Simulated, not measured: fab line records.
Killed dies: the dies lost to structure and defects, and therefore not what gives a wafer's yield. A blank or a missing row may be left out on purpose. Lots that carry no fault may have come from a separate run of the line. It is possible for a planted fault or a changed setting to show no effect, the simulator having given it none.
Problem report in the 8D (eight disciplines) form, filled by code || flow nand_harc || the parts of the form that need people (team, actions taken, sign-off) are left out

1. WHAT WENT WRONG
Wafers without a fault read 1002 nm, standard deviation 8.7; thk_nm at NHARC_A_ONON_D1_THK_MEAS_27 reads a mean of 923 nm on 5 wafers belonging to 4 lots. That puts it -9.0 standard deviations away from the usual mean.
The step: measures by ellipsometry.
Seen first at day 11 07:44 on film_metro-01, wafer L743.5. The record holds 41 wafers of 16 lots with a number at this step. Rule for "out" (also "out of limits"): further than 4 standard deviations from the usual mean. Any other wafer with a number is counted as sound.

2. WHAT IT IS, AND WHAT IT ISN'T
{"question": "which readings at this step", "is": "thk_nm", "is not": "-"}
{"question": "which lots", "is": "L743, L744, L745, L746", "is not": "L736, L737, L738, L739, L740, L742, L748, L749, L750, L751, L752, L757"}
{"question": "which wafers of those lots", "is": "all that have a number", "is not": "-"}
{"question": "read on which gauges", "is": "film_metro-01, film_metro-02", "is not": "-"}
{"question": "when", "is": "from day 11 07:44", "is not": "up to then (18 sound wafers); but 18 sound wafers of L748, L749, L750, L751, L752, L757 came after"}

3. SUSPECTS, AND WHAT RULES EACH OUT
Counting: a tool at any process step up to the reading remains a suspect when it ran all the lots that are out and ran no sound lot after the first of those.
- the gauge at NHARC_A_ONON_D1_THK_MEAS_27: ruled out. Those wafers that are out were read across 2 gauges (film_metro-01, film_metro-02).
- pecvd_onon-04 at NHARC_A_ONON_D1_DEP_25 (target thk 1000 nm): kept. It ran every lot that is out, first L743 (day 11 07:27), and no sound lot after that; its last sound lot up to then is L742 (day 10 14:35).
Remaining after the count: pecvd_onon-04 at NHARC_A_ONON_D1_DEP_25.

4. THE CAUSE (what the simulator had put in)
Process parameter drift: pecvd_onon-04, from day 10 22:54 on, at NHARC_A_ONON_D1_DEP_25. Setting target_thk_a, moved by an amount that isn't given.
The count eliminated every tool but this one.

5. THE EFFECT CHAIN, in route order
Rows list readings where the struck wafers' mean (over those with a number) sits beyond 3 standard deviations from the usual. Only readings whose record carries a usual standard deviation are examined. hours: median over the lots of the time between each lot's start at the first step of this table that gives one and its start at this step. sigmas: the change, counted in usual standard deviations.
{"hours": 0, "step": "NHARC_A_ONON_D1_THK_MEAS_27", "reading": "thk_nm", "usual": "1002 nm", "on struck wafers": 923, "change": -79, "sigmas": -9.0}

6. HOW IT WOULD HAVE BEEN CAUGHT EARLIER
The first out-of-limits reading at a measuring or inspecting step in this record came at day 11 07:44, 9 hours after the fault's start at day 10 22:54.
An alarm limit of 4 standard deviations would not have fired on the tool readings at NHARC_A_ONON_D1_DEP_25 for which the record gives a usual standard deviation, since none of them was out on any struck wafer.
Among the 4 lots that are out, L744, L745, L746 began NHARC_A_ONON_D1_DEP_25 on pecvd_onon-04 after day 11 07:44. A hold on the tool at that time would have spared those 3.
